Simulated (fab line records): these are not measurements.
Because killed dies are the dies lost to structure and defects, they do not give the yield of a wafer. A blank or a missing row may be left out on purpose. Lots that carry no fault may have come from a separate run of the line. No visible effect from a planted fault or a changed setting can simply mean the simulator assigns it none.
Problem report, 8D (eight disciplines) form, completed by code + flow nand-harc + the parts of the form that need people (team, actions taken, sign-off) are left out

## 1. PROBLEM STATEMENT
Wafers without a fault read 1003 nm, standard deviation 7.7; thk-nm at NHARC_A_ONON_D1_THK_MEAS_27 reads a mean of 920 nm on 4 wafers belonging to 3 lots. Measured from the usual mean, that is -11 standard deviations.
The step: measures by ellipsometry.
Seen first at day 12 05:00 on film-metro-01, wafer L696.1. Wafers with a number at this step in the record: 43, from 15 lots. By rule, "out" or "out of limits" means more than 4 standard deviations away from the usual mean. Any other wafer with a number is counted as sound.

## 2. WHAT IT IS AND WHAT IT IS NOT
| question                    | is                             | is not                                                                                                   |
|-----------------------------|--------------------------------|----------------------------------------------------------------------------------------------------------|
| which readings at this step | thk-nm                         | -                                                                                                        |
| which lots                  | L696, L698, L699               | L686, L688, L691, L692, L693, L694, L695, L703, L705, L706, L707, L709                                   |
| which wafers of those lots  | L696.1, L696.6, L698.1, L699.1 | L698.4, L699.2, L699.3                                                                                   |
| read on which gauges        | film-metro-01, film-metro-02   | -                                                                                                        |
| when                        | from day 12 05:00              | up to then (21 sound wafers); but 18 sound wafers of L698, L699, L703, L705, L706, L707, L709 came after |

## 3. THE SUSPECTS, EACH WITH WHAT RULES IT OUT
Counting: a tool at a process step up to the reading stays a suspect if it ran every lot that is out. Sound lots after the first of them don't rule it out here, since some wafers of a struck lot are sound.
- ruled out: the gauge at NHARC_A_ONON_D1_THK_MEAS_27. Those wafers that are out were read across 2 gauges (film-metro-01, film-metro-02).
- rtp-anneal-01 at NHARC_A_ZERO_WELL_RTA_16 (time 10 s): kept. It processed each lot that is out (first: L696, day 10 20:47); up to then, its last sound lot is L695 (day 10 16:42).
- pecvd-onon-02 at NHARC_A_ONON_D1_DEP_25 (target thk 1000 nm): kept. It processed each lot that is out (first: L696, day 12 04:29); up to then, its last sound lot is L693 (day 11 02:37).
Remaining after the count are rtp-anneal-01 at NHARC_A_ZERO_WELL_RTA_16 and pecvd-onon-02 at NHARC_A_ONON_D1_DEP_25.

## 4. THE CAUSE (what the simulator had put in)
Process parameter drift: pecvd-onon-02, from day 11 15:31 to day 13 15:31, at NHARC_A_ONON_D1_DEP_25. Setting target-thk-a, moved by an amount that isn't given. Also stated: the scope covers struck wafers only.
Counting leaves 2 suspects; this tool is one of them.

## 5. THE EFFECT CHAIN, in route order
Rows list readings where the struck wafers' mean (over those with a number) sits beyond 3 standard deviations from the usual. Only readings for which the record gives a usual standard deviation are gone through. hours: the time from each lot's start at the first step in this table that gives one to its start at this step, as a median over the lots. sigmas: the change in usual standard deviations.
| hours | step                        | reading | usual   | on struck wafers | change | sigmas |
|-------|-----------------------------|---------|---------|------------------|--------|--------|
| 0     | NHARC_A_ONON_D1_THK_MEAS_27 | thk-nm  | 1003 nm | 920              | -83    | -11    |

## 6. HOW IT WOULD HAVE BEEN CAUGHT EARLIER
Counted from the fault's start at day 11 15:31, it took 13 hours until the first out-of-limits reading at a measuring or inspecting step in this record, taken at day 12 05:00.
No tool reading at NHARC_A_ONON_D1_DEP_25 that has a usual standard deviation in the record was out on any struck wafer, so an alarm limit of 4 standard deviations on those readings would not have fired.
L698, L699, from the lots that are out (3), started NHARC_A_ONON_D1_DEP_25 on pecvd-onon-02 later than day 12 05:00. A hold on the tool at that time would have spared those 2.
